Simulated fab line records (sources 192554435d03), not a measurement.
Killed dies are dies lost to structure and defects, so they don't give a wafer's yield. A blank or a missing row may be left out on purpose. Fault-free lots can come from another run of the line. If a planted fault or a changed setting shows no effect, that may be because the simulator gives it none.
Split-lot experiment ; flow n5-finfet ; 7 lots, 21 wafers read, on a route of 1938 steps

SPLIT DETAILS
At N5_BEOL_M8_TRENCH_ETCH_37 (etches SiCOH lowk in C4F6/O2, target depth 93.478 nm, time 31.2 s), the setting time-s was moved away from the recipe's 31.2 s on 11 of the 21 wafers read, by -15.0% to +20.0%. This setting was run at the recipe's value on the other wafers.

FROM THE SPLIT TO THE READING: what the file shows between them, 12 steps
- N5_BEOL_M8_ETCH_41: etches SiCN in CH3F/O2, target depth 31.9 nm, time 57.8 s
- N5_BEOL_M8_STRIP_80: strips in N2/H2, time 10 s
- N5_BEOL_M8_OCD_MEAS_38
- N5_BEOL_M8_ALD_77: deposits TaN, target thk 2 nm, pulse time 2 s, purge time 3 s (also split here: ald-cycles)
- N5_BEOL_M8_SURFACE_TREAT_79
- N5_BEOL_M8_CVD_78: deposits Co from CCTBA/H2, target thk 2 nm, time 142.3 s
- N5_BEOL_M8_ECD_50: material Cu, target thk 300 nm
- N5_BEOL_M8_ANNEAL_51: time 90 s
- N5_BEOL_M8_CMP_52: polishes, stops on SiCOH lowk, t overpolish 6.9 s, target thk 80 nm
- N5_BEOL_M8_THK_MEAS_53: measures by xrf
- N5_BEOL_M8_PRE_CLEAN_55: time 15 s
- N5_BEOL_M8_DEP_56: deposits SiCN from 3MS/NH3, target thk 10 nm, time 17.5 s

THE READING
M8_RS, in ohm/sq, at N5_BEOL_M8_RS_MEAS_57 (measures by four-point-probe). A value of 0.290 ohm/sq with a standard deviation of 0.0074 ohm/sq is what fault-free wafers of this fab line usually give.

wafer;tool, chamber at the split;time-s as run, s;against the recipe;M8_RS, ohm/sq;against lot-mates on the recipe
L075.3;rie-diel-01, 2;31.2;recipe;0.284;-
L075.4;rie-diel-01, 3;31.2;recipe;0.281;-
L075.5;rie-diel-01, 0;31.2;recipe;0.277;-
L078.1;rie-diel-01, 2;35.51;+13.8%;0.241;-0.050
L078.2;rie-diel-01, 3;31.2;recipe;0.291;-
L078.6;rie-diel-01, 0;35.51;+13.8%;0.240;-0.051
L079.4;rie-diel-04, 1;31.2;recipe;0.282;-
L079.5;rie-diel-04, 3;31.2;recipe;0.290;-
L079.6;rie-diel-04, 0;31.2;recipe;0.284;-
L090.3;rie-diel-01, 1;33.85;+8.5%;0.256;no lot-mate on the recipe
L090.5;rie-diel-01, 2;33.85;+8.5%;0.256;no lot-mate on the recipe
L090.6;rie-diel-01, 3;33.85;+8.5%;0.262;no lot-mate on the recipe
L092.1;rie-diel-02, 3;27.17;-12.9%;0.366;+0.074
L092.3;rie-diel-02, 2;31.2;recipe;0.292;-
L092.5;rie-diel-02, 1;27.17;-12.9%;0.360;+0.068
L091.2;rie-diel-01, 2;26.53;-15.0%;0.357;no lot-mate on the recipe
L091.4;rie-diel-01, 3;26.53;-15.0%;0.353;no lot-mate on the recipe
L091.6;rie-diel-01, 3;26.53;-15.0%;0.352;no lot-mate on the recipe
L094.2;rie-diel-04, 3;31.2;recipe;0.282;-
L094.3;rie-diel-04, 0;31.2;recipe;0.298;-
L094.5;rie-diel-04, 0;37.43;+20.0%;0.227;-0.063

FIT RESULTS
A straight line over all 21 wafers: M8_RS changes by -0.0041 ohm/sq for each +1% of time-s; r = -0.97; the points scatter about the line by 0.0096 ohm/sq.
The same after taking each lot's own level away (the mean of its wafers on the recipe; 15 wafers): -0.00412 ohm/sq for each +1%; r = -0.97; scatter 0.0087 ohm/sq.
That fit puts the effect of the largest move of time-s on the reading at 0.082 ohm/sq.
Measured against the standard deviation above, the lots' own levels, which go from 0.2807 to 0.2920 ohm/sq, span 1.5 times it.
Hence the lot-to-lot level has little effect on the slope; both slopes agree.
Check: for one of the wafers moved furthest among these (+20.0%), held out of the fit, the line's prediction against its lot-mates is -0.0868 ohm/sq. Against them it came out at -0.063 ohm/sq.

THE OTHER SPLITS THESE WAFERS WENT THROUGH
Other splits were also applied to these wafers ahead of the reading. Each is held against what the fit with the lots' levels taken away leaves over:
other split on the same wafers;wafers away from the commonest value;r with M8_RS (lot level and that fit taken away)
N5_BEOL_M7_DESCUM_33 time-s;7;-0.13
N5_BEOL_M7_TRENCH_ETCH_37 bias-w;5;+0.22
N5_BEOL_M8_ETCH_66 source-w;10;-0.21
N5_BEOL_M8_ALD_77 ald-cycles;9;-0.36

THE WHOLE CHAIN: every reading that the file lists as answering this split, in the file's order
step;what it does;reading;change (the file's fit);r (the file's)
N5_BEOL_M8_TRENCH_ETCH_37;etches SiCOH lowk in C4F6/O2, target depth 93.478 nm, time 31.2 s;etch.depth-nm (the simulator's own value, which no gauge read);+0.928 nm for each +1% of the setting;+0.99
N5_BEOL_M8_TRENCH_ETCH_37;etches SiCOH lowk in C4F6/O2, target depth 93.478 nm, time 31.2 s;BEOL_M8.feature-depth-nm (the simulator's own value, which no gauge read);+0.93 nm for each +1% of the setting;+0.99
N5_BEOL_M8_TRENCH_ETCH_37;etches SiCOH lowk in C4F6/O2, target depth 93.478 nm, time 31.2 s;TiN_of_BEOL_M8_HM_DEP_02.thk-nm (the simulator's own value, which no gauge read);-0.0247 nm for each +1% of the setting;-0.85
N5_BEOL_M8_OCD_MEAS_38;;trench-depth-nm;+0.943 nm for each +1% of the setting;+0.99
N5_BEOL_M8_CMP_52;polishes, stops on SiCOH lowk, t overpolish 6.9 s, target thk 80 nm;Cu_of_BEOL_M8_ECD_50.thk-nm (the simulator's own value, which no gauge read);+0.965 nm for each +1% of the setting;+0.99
N5_BEOL_M8_THK_MEAS_53;measures by xrf;M8_THK;+0.989 for each +1% of the setting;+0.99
N5_BEOL_M8_RS_MEAS_57;measures by four-point-probe;M8_RS;-0.0038 for each +1% of the setting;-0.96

THE FILE'S OWN FIT
M8_RS changes by -0.0038 ohm/sq for each +1% of time-s, r = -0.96.
